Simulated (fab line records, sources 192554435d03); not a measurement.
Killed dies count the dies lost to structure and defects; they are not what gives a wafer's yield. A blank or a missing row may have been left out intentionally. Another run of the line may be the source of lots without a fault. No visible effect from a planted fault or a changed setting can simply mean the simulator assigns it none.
Matching of chambers ; flow n5_finfet ; N5_BEOL_M8_STRIP_36 on rie_diel-06 has 4 sister chambers
The step strips in N2/H2. 7 wafers are shown with their chamber, then 8 later ones without.

== EACH WAFER AND ITS CHAMBER ==
wafer;chamber;showerhead_plenum_p_Torr (Torr);throttle_valve_pct (%)
L083.1;3;2.71;23.95
L083.6;2;2.52;23.93
L089.6;0;2.40;23.30
L090.1;0;2.40;23.31
L090.4;2;2.51;23.96
L090.5;1;2.51;24.26
L093.3;1;2.50;24.25

== WAFERS MISSING THEIR CHAMBER ==
wafer;showerhead_plenum_p_Torr (Torr);throttle_valve_pct (%)
L093.4;2.69;24.01
L093.6;2.69;24.05
L094.1;2.69;24.02
L094.4;2.40;23.32
L094.5;2.51;23.96
L095.1;2.50;24.26
L095.4;2.69;24.03
L095.6;2.50;23.96

== WHICH CHAMBER EACH WENT THROUGH ==
wafer;from the rows above;in truth
L093.4;3;3
L093.6;3;3
L094.1;3;3
L094.4;0;0
L094.5;2;2
L095.1;1;1
L095.4;3;3
L095.6;2;2
Correct placement for 8 of the 8. From these rows, 0 cannot be placed. 0 placed wrongly.
How it was worked out, from the rows above alone: a wafer's distance from a chamber is the root of the sum, over the readings, of the square of ((its reading less the chamber's mean) divided by the reading's scatter). The wafer belongs to the nearest chamber; if the next one is less than 2 further off, it can't be placed. The mean given for a chamber averages the wafers shown for that chamber. The scatter is the square root of a quotient: the sum, over the shown wafers, of each reading's squared deviation from its chamber's mean, divided by wafers minus chambers.
